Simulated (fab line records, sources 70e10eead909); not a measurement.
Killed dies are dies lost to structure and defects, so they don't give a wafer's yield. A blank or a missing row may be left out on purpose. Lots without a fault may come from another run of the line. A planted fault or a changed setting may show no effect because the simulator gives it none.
Chamber matching | flow nand_harc | NHARC_P_ZERO_WELL_DESCUM_26 on rie_diel-13: 4 sister chambers
The step chemistry O2, time 3 s. 8 wafers are shown with their chamber, then 7 later ones without.

WAFERS WITH THEIR CHAMBER
wafer  | chamber | drypump_motor_current_A (A) | oes_product_au (a.u.)
L074.5 | 0       | 5.3                         | 1.003
L076.6 | 0       | 5.2                         | 1.006
L077.1 | 1       | 5.9                         | 0.989
L083.3 | 3       | 5.5                         | 1.007
L083.4 | 2       | 5.2                         | 0.999
L083.5 | 1       | 5.9                         | 1.006
L088.1 | 2       | 5.2                         | 0.994
L088.3 | 3       | 5.6                         | 1.009

WAFERS WITHOUT THEIR CHAMBER
wafer  | drypump_motor_current_A (A) | oes_product_au (a.u.)
L088.6 | 5.2                         | 1.013
L093.1 | 5.3                         | 1.007
L093.3 | 5.9                         | 0.996
L093.5 | 5.3                         | 1.002
L095.1 | 5.2                         | 0.988
L095.3 | 5.9                         | 0.982
L095.5 | 5.2                         | 0.990

WHICH CHAMBER EACH WENT THROUGH
wafer  | from the rows above     | in truth
L088.6 | can't be placed: 0 or 2 | 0
L093.1 | can't be placed: 0 or 2 | 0
L093.3 | 1                       | 1
L093.5 | can't be placed: 0 or 2 | 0
L095.1 | can't be placed: 2 or 0 | 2
L095.3 | 1                       | 1
L095.5 | can't be placed: 2 or 0 | 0
Placed correctly: 2 of 7. Can't be placed from these rows: 5 (the true chamber is among the candidates in 5). Placed wrongly: 0.
How it was worked out, from the rows above alone: a wafer's distance from a chamber is the root of the sum, over the readings, of the square of ((its reading less the chamber's mean) divided by the reading's scatter). The wafer belongs to the nearest chamber; if the next one is less than 2 further off, it can't be placed. A chamber's mean is the mean of its shown wafers. The scatter: the root of (the sum of the squares of (reading less its chamber's mean) over the shown wafers, divided by (wafers less chambers)).
